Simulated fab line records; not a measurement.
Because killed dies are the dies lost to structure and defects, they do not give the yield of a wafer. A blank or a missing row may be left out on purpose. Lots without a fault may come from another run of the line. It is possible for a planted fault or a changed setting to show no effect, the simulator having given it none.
Matching of chambers ; flow n5-finfet ; N5_FIN_SAQP_SPACER2_ETCHBACK_29 on rie-diel-03: 4 sister chambers
The step etches SiO2 in CHF3/O2, target depth 12.2 nm, time 6.1 s. 8 wafers are shown with their chamber, then 8 later ones without.

## EACH WAFER AND ITS CHAMBER
wafer;chamber;rf-vpp-V (V);drypump-motor-current-A (A)
L080.6;2;521;5.6
L084.2;3;520;6.0
L086.3;1;543;6.1
L086.5;0;535;5.4
L088.2;1;543;6.2
L088.4;0;532;5.5
L088.5;3;520;6.0
L089.2;2;519;5.6

## WAFERS MISSING THEIR CHAMBER
wafer;rf-vpp-V (V);drypump-motor-current-A (A)
L089.3;519;6.0
L089.5;534;5.5
L092.1;520;6.0
L092.2;519;5.6
L092.3;543;6.1
L093.2;533;5.5
L093.3;520;5.6
L093.4;543;6.1

## THE CHAMBER EACH PASSED THROUGH
wafer;from the rows above;in truth
L089.3;3;3
L089.5;0;0
L092.1;3;3
L092.2;2;2
L092.3;1;1
L093.2;0;0
L093.3;2;2
L093.4;1;1
Placed correctly: 8 of 8. Number that these rows cannot place: 0. Wrongly placed: 0.
How it was worked out, from the rows above alone: a wafer's distance from a chamber is the root of the sum, over the readings, of the square of ((its reading less the chamber's mean) divided by the reading's scatter). If the next closest chamber is less than 2 further off than the closest, the wafer can't be placed; otherwise it belongs to the closest. The mean given for a chamber averages the wafers shown for that chamber. The scatter: the root of (the sum of the squares of (reading less its chamber's mean) over the shown wafers, divided by (wafers less chambers)).
